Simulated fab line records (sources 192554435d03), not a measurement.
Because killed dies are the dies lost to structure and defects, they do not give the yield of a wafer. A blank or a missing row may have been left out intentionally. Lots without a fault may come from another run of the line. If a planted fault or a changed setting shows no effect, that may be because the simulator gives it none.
A struck lot beside a sound one / flow n5Finfet / 14 out of 1938 route steps
Sound: the wafers L376.3, L376.5, L376.6. Struck: wafer L388.3 (L388.4, L388.6, from the same lot, were not struck and are left out); the cause is given at the end.
Order at every step that has rows: each side's tool, ch and its chambers, its first start. Under that, the readings that differ: sound wafers / struck wafers / difference of the means / sigmas: that difference in standard deviations of wafers without a fault.
alike: same words and numbers on both sides, and readings whose means sit less than 2 such deviations apart. not compared: any withheld reading, any reading some wafer has no value for, any bound like >300 that may hide the same value, and any number with overlapping values for which the record gives no deviation.
Wherever a step has rows on one side only, a row that says differs or no value, or a row with sigmas, the two part there. Numbers that don't overlap but have no deviation are shown without sigmas and don't part them. A reading that every wafer of one side lacks parts them only if that side has two wafers or more.

first, 3 steps without rows for these wafers: N5_BEOL_M8_EXPOSE_25 (exposes mask V7, target cd 40 nm); N5_BEOL_M8_PEB_26 (peb time 60 s); N5_BEOL_M8_DEVELOP_27 (develop time 30 s).
N5_BEOL_M8_CD_MEAS_28: target cd 40 nm.
  sound on cdSem-03 ch 0, day 10 03:16; struck on cdSem-03 ch 0, day 13 05:49
  alike: cdNm
N5_BEOL_M8_OVL_MEAS_29:
  sound on overlay-02 ch 0, day 10 03:18; struck on overlay-02 ch 0, day 13 05:52
  alike: V7_OVL
N5_BEOL_M8_INSPECT_30: inspects for defects (brightfield).
  struck on defectInspect-01, day 13 05:55; sound on defectInspect-01, day 10 03:21
  alike: rawDefectCount
N5_BEOL_M8_DESCUM_33: chemistry O2, time 7 s.
  sound on rieDiel-04 ch 0,1,2, day 10 03:31; struck on rieDiel-02 ch 0, day 13 06:32
  alike: drypumpMotorCurrentA, oesProductAu, rfVppV, showerheadPlenumPTorr, throttleValvePct
  not compared: rfHoursCounterH
N5_BEOL_M8_ETCH_72: etches underlayer in N2/H2, target depth 6.5 nm, time 5.2 s.
  sound on rieDiel-04 ch 0,1,2, day 10 03:33; struck on rieDiel-02 ch 0, day 13 06:34
  alike: biasW, drypumpMotorCurrentA, etchRfOnTimeS, oesProductAu, rfVppV, showerheadPlenumPTorr, throttleValvePct
  not compared: rfHoursCounterH
N5_BEOL_M8_ETCH_65: etches SiARC in CF4, target depth 15.6 nm, time 26 s.
  sound on rieDiel-04 ch 0,1,2, day 10 03:34; struck on rieDiel-02 ch 0, day 13 06:35
  alike: biasW, drypumpMotorCurrentA, etchRfOnTimeS, oesProductAu, rfVppV, showerheadPlenumPTorr, throttleValvePct
  not compared: rfHoursCounterH
N5_BEOL_M8_ETCH_66: etches SOC in N2/H2, target depth 80 nm, overetch 16 nm, time 120 s.
  sound on rieDiel-04 ch 0,1,2, day 10 03:35; struck on rieDiel-02 ch 0, day 13 06:37
  alike: biasW, drypumpMotorCurrentA, oesProductAu, rfVppV, showerheadPlenumPTorr, throttleValvePct
  not compared: rfHoursCounterH
then, 2 steps without rows for these wafers: N5_BEOL_M8_STRIP_69 (strips in N2/H2); N5_BEOL_M8_STRIP_73 (strips in N2/H2).
N5_BEOL_M8_VIA_ETCH_34: etches SiCOH lowk in C4F6/O2, target depth 125.5 nm, time 50.5 s.
  sound on rieDiel-04 ch 0,1,2, day 10 03:41; struck on rieDiel-02 ch 0, day 13 06:43
reading=biasW (W); sound=185.7 184.7 184.7; struck=133.9; difference=-51.1; sigmas=-85
reading=rfVppV (V); sound=644 661 661; struck=508; difference=-147; sigmas=-15
reading=model.etch.depthNm (nm); sound=125.6 125.8 127.7; struck=109.5; difference=-16.9; sigmas=
reading=model.SOC_of_BEOL_M8_COAT_63.thkNm (nm); sound=53.8 54 53.6; struck=54.2; difference=+0.4; sigmas=
  alike: drypumpMotorCurrentA, oesProductAu, showerheadPlenumPTorr, throttleValvePct
  not compared: rfHoursCounterH
then, 1 step without rows for these wafers: N5_BEOL_M8_STRIP_76 (strips in C4F6/O2).

## WHERE THEY PART
Within this record, at N5_BEOL_M8_VIA_ETCH_34 only.

WHY: what had been put in by the simulator
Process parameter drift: rieDiel-02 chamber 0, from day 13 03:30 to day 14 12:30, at N5_BEOL_M8_VIA_ETCH_34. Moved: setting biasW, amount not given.
